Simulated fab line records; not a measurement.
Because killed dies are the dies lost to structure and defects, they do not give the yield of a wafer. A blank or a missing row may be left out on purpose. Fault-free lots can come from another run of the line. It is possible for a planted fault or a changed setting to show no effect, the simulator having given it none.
2 desks looking at one fault ; flow nand_harc ; each desk has only its own numbers; what lay behind them comes last

## AT THE METROLOGY DESK
Means of the sampled wafers that have a number, per lot and without regard to the tool the lot ran on: this is what the gauges read. The brackets show how far a lot's mean lies from the usual mean; more than 4 standard deviations puts the lot out of limits, marked OUT.
Columns: A = cd_nm at NHARC_A_SLIT_CD_MEAS_09, usual 300.1 nm; B = overlay_x_nm at NHARC_A_SLIT_OVL_MEAS_10, usual -0.1 nm; C = overlay_y_nm at NHARC_A_SLIT_OVL_MEAS_10, usual 0.1 nm
lot;first seen here;A;B;C
L797;day 14 00:21;300.1;-0.7;0.7
L800;day 14 21:55;300.1;-1.0;0.6
L799;day 14 22:13;300.1;-0.2;-0.0
L801;day 15 07:32;300.1;0.1;-2.2
L804;day 15 21:43;300.6;-0.0;0.7
L805;day 16 03:05;300.5;1.0;-1.1
L808;day 16 16:08;300.3;1.0;0.4
L806;day 16 17:37;300.0;-0.8;0.4
L807;day 16 23:54;300.0;-1.4;-0.6
L809;day 17 09:28;299.9;-0.6;0.1
L810;day 17 09:37;299.9;-0.6;-0.1
L811;day 17 20:06;300.2;0.1;0.4
L815;day 19 00:01;300.2;-0.1;-0.7
L817;day 19 05:44;300.2;-0.5;0.9
L818;day 19 06:44;300.9;0.0;0.3
This desk found nothing out of limits on any of the 15 lots.

## DESK OF THE TOOL OWNER: rie_diel-12
The tool's own readings at NHARC_A_SLIT_ETCH_29 (etches the open film in CF4/O2, target depth 100 nm, overetch 10 nm, time 55 s): means of the sampled wafers that have a number, for each lot that ran on this tool. The brackets show how far a lot's mean lies from the usual mean; more than 4 standard deviations puts the lot out of limits, marked OUT.
Columns: A = drypump_motor_current_A at NHARC_A_SLIT_ETCH_29, usual 5.7 A; B = oes_product_au at NHARC_A_SLIT_ETCH_29, usual 0.999 a.u.; C = rf_vpp_V at NHARC_A_SLIT_ETCH_29, usual 197.3 V; D = run_length_s at NHARC_A_SLIT_ETCH_29, usual 76.4 s; E = showerhead_plenum_p_Torr at NHARC_A_SLIT_ETCH_29, usual 1.31 Torr; F = throttle_valve_pct at NHARC_A_SLIT_ETCH_29, usual 13.397 %
lot;first seen here;A;B;C;D;E;F
L801;day 15 10:34;5.7;0.990;197.0;76.3;1.27;13.402
L809;day 17 12:32;5.7;0.996;197.5;76.1;1.30;13.401
L810;day 17 12:58;5.7;0.992;196.3;76.3;1.30;13.405
L815;day 19 06:28;5.8;0.996;196.6;71.7 (-14) OUT;1.29;13.406
L817;day 19 08:50;5.7;0.993;196.8;73.2 (-9.8) OUT;1.27;13.393
L818;day 19 10:32;5.7;1.001;196.7;71.3 (-15) OUT;1.31;13.384
This desk's finding: out of limits on L815, L817, L818; first on L815, day 19 06:28 (run_length_s at NHARC_A_SLIT_ETCH_29). In limits: L801, L809, L810.

## PUT TOGETHER
The tool owner's desk could have raised an alarm at day 19 06:28, on L815, L817, L818.
The metrology desk saw nothing out of limits.
The metrology desk has L815, L817, L818 on record, within its limits.
Of the lots named, all ran NHARC_A_SLIT_ETCH_29 on rie_diel-12.

## WHAT THE SIMULATOR HAD INSERTED
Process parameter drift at NHARC_A_SLIT_ETCH_29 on rie_diel-12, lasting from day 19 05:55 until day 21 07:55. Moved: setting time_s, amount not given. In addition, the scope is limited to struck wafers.
Lots struck among those shown: L815, L817, L818.
How many hours passed from the start of the fault until each desk's first out-of-limits reading: the tool owner's desk, 1.
